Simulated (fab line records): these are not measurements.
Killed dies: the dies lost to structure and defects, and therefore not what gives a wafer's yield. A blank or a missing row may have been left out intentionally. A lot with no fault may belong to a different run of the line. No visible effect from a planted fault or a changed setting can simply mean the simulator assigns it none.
Which tool did it? -- flow nand-harc -- Sampling: 13 lots, 39 wafers, 5 of 1159 route steps

## WHAT THE GAUGES SHOWED, per wafer
NHARC_THIN_TSV_THK_MEAS_02: measures by ir. Usual: thk-nm reads 2988 nm (standard deviation 240).
lot,measured,on,thk-nm (nm),flag
L712,day 19 00:52,film-metro-01,3278 2985 3229,
L713,day 19 02:04,film-metro-01,2964 3022 3325,
L716,day 19 03:16,film-metro-01,3118 2692 3430,
L718,day 20 13:04,film-metro-01,3100 3100 3139,
L719,day 20 14:16,film-metro-01,3063 2961 2735,
L720,day 21 02:05,film-metro-02,2983 3186 3244,
L717,day 20 23:41,film-metro-01,3439 3384 3514,
L721,day 21 00:52,film-metro-01,3197 3161 3089,
L725,day 21 06:57,film-metro-02,3072 2931 2679,
L724,day 21 05:44,film-metro-02,2745 2674 2578,
L723,day 22 15:17,film-metro-01,2771 2857 2996,
L729,day 22 16:29,film-metro-02,3037 3009 2902,
L728,day 23 04:49,film-metro-02,2746,

NHARC_THIN_TSV_INSPECT_40. Usual: raw-defect-count reads 482 (standard deviation 86).
lot,measured,on,raw-defect-count,flag
L712,day 19 14:21,defect-inspect-02,528 468 504,
L713,day 19 14:20,defect-inspect-01,492 430 389,
L716,day 19 14:21,defect-inspect-01,410 492 378,
L718,day 21 02:50,defect-inspect-02,812 534 485,
L719,day 21 02:50,defect-inspect-01,480 591 654,
L720,day 21 12:16,defect-inspect-02,436 555 465,
L717,day 21 12:16,defect-inspect-01,453 394 410,
L721,day 21 12:16,defect-inspect-02,414 420 465,
L725,day 21 19:54,defect-inspect-01,461 482 370,
L724,day 21 15:56,defect-inspect-01,359 587 455,
L723,day 23 04:15,defect-inspect-02,499 432 691,
L729,day 23 04:16,defect-inspect-01,423 390 416,
L728,day 23 18:11,defect-inspect-02,546,

NHARC_END_SORT_01. Usual: defect-limited-yield 95.7 %, standard deviation 1.5; killed-at-array 25, standard deviation 9.5; killed-at-other 0.8, standard deviation 1.2; killed-at-periphery 3.4, standard deviation 2.2; killed-dies 29, standard deviation 10; killed-open 3.3, standard deviation 1.8; killed-short 2.1, standard deviation 1.4; sort_bin_2_pct 1.4 %, standard deviation 0.63; sort_bin_3_pct 0.22 %, standard deviation 0.2; sort_bin_4_pct 2.7 %, standard deviation 0.96; sort-n-pass 648, standard deviation 10; sort-rim-yield-pct 95.6 %, standard deviation 2.8; sort-yield-pct 95.7 %, standard deviation 1.5.
lot,measured,on,defect-limited-yield (%),killed-at-array,killed-at-other,killed-at-periphery,killed-dies,killed-open,killed-short,sort_bin_2_pct (%),sort_bin_3_pct (%),sort_bin_4_pct (%),sort-n-pass,sort-rim-yield-pct (%),sort-yield-pct (%),flag
L724,day 22 06:49,prober-01,96.8 95.0 94.5,20 29 31,0 0 0,2 5 6,22 34 37,0 1 6,4 5 0,1.0 1.2 1.6,0 0.15 0,2.2 3.7 3.8,655 643 640,97.2 92.5 100.0,96.8 95.0 94.5,
L728,day 23 21:16,prober-02,0 93.9 0,671 35 670,2 0 1,4 6 6,677 41 677,5 3 7,0 2 1,94.7 1.9 94.8,0 0.30 0.89,5.3 3.8 4.3,0 636 0,0 95.3 0,0 93.9 0,OFF

## EACH LOT AND THE TOOL THAT RAN IT (in order: tool; ch and the chambers of the sampled wafers; start)
lot,NHARC_A_M1_PVD_21,NHARC_THIN_TSV_DEP_43
L712,"pvd-sputter-03, day 17 23:55","pecvd-01 ch 1,2, day 19 01:08"
L713,"pvd-sputter-03, day 18 00:17","pecvd-04 ch 0,1,2, day 19 02:22"
L716,"pvd-sputter-01, day 18 01:54","pecvd-01 ch 0,1, day 19 03:34"
L718,"pvd-sputter-01, day 19 18:40","pecvd-03 ch 0,1, day 20 13:16"
L719,"pvd-sputter-02, day 19 20:08","pecvd-04 ch 0,1, day 20 14:47"
L720,"pvd-sputter-02, day 20 02:10","pecvd-04 ch 0,1,2, day 21 02:18"
L717,"pvd-sputter-01, day 20 02:11","pecvd-04 ch 0,1,2, day 20 23:55"
L721,"pvd-sputter-02, day 20 02:49","pecvd-01 ch 1,2, day 21 01:08"
L725,"pvd-sputter-01, day 20 11:15","pecvd-04 ch 0,2, day 21 07:10"
L724,"pvd-sputter-02, day 20 12:14","pecvd-01 ch 0,1,2, day 21 05:58"
L723,"pvd-sputter-01, day 21 19:32","pecvd-04 ch 0,1,2, day 22 15:32"
L729,"pvd-sputter-02, day 21 20:32","pecvd-04 ch 1,2, day 22 16:44"
L728,"pvd-sputter-02, day 22 11:05","pecvd-01 ch 0, day 23 05:11"
- NHARC_A_M1_PVD_21: deposits Cu, target thk 30 nm, time 20.49 s.
- NHARC_THIN_TSV_DEP_43: deposits SiO2, target thk 1328.5 nm.

## AS READ BY THE TOOLS THEMSELVES (means over the sampled wafers that have a number; for cases with no such wafer, the mark the record gives instead)
NHARC_A_M1_PVD_21. Usual: throttle-valve-pct reads 29.9 % (standard deviation 1).
lot,tool,throttle-valve-pct (%),flag
L712,pvd-sputter-03,31.1,
L713,pvd-sputter-03,29.8,
L716,pvd-sputter-01,30.8,
L718,pvd-sputter-01,30.5,
L719,pvd-sputter-02,28.6,
L720,pvd-sputter-02,29.1,
L717,pvd-sputter-01,30.0,
L721,pvd-sputter-02,29.1,
L725,pvd-sputter-01,30.3,
L724,pvd-sputter-02,29.1,
L723,pvd-sputter-01,30.3,
L729,pvd-sputter-02,28.7,
L728,pvd-sputter-02,29.4,

NHARC_THIN_TSV_DEP_43. Usual: chamber-pressure-Torr 6.500 Torr, standard deviation 0.014; showerhead-vpp-V 1887 V, standard deviation 110; throttle-valve-pct 16.0 %, standard deviation 0.43.
lot,tool,chamber-pressure-Torr (Torr),showerhead-vpp-V (V),throttle-valve-pct (%),flag
L712,pecvd-01,6.490,1997,15.5,
L713,pecvd-04,6.495,1831,15.8,
L716,pecvd-01,6.502,1975,15.4,
L718,pecvd-03,6.501,1902,16.6,
L719,pecvd-04,6.497,1814,15.9,
L720,pecvd-04,6.510,1858,15.9,
L717,pecvd-04,6.498,1834,15.9,
L721,pecvd-01,6.505,1995,15.6,
L725,pecvd-04,6.503,1742,16.0,
L724,pecvd-01,6.505,1996,15.7,
L723,pecvd-04,6.506,1839,16.1,
L729,pecvd-04,6.492,1931,16.0,
L728,pecvd-01,6.488,1972,15.7,

## THE ANSWER, worked out from the rows above alone
Rule: take the mean of a lot's wafers that have a number; if it is more than 3 standard deviations from the usual mean, the lot is off. A lot without any number at a reading at which 4 lots or more have one is off too. Where the step has rows for the other lots, those lots are counted as sound. After the gauges, taken in route order, come the tools' own readings; for these a lot's mean is taken, as printed above. At the first step where some lot is off, the reading lying furthest off is the one used; lots without a number count as furthest.
Off, at NHARC_END_SORT_01 on sort_bin_2_pct: L728. Neither off nor sound, because the step has no rows for them: L712, L713, L716, L718, L719, L720, L717, L721, L725, L723, L729.
If a tool, at a process step before that reading, ran all the lots that are off and no sound lot after the first of them, it fits. Those tools and the gauges at NHARC_END_SORT_01 are tried in the same way. Can't be told from this: 3 tools fit, pvd-sputter-02 at NHARC_A_M1_PVD_21, pecvd-01 at NHARC_THIN_TSV_DEP_43, prober-02 at NHARC_END_SORT_01.

## WHAT THE SIMULATOR HAD PUT IN
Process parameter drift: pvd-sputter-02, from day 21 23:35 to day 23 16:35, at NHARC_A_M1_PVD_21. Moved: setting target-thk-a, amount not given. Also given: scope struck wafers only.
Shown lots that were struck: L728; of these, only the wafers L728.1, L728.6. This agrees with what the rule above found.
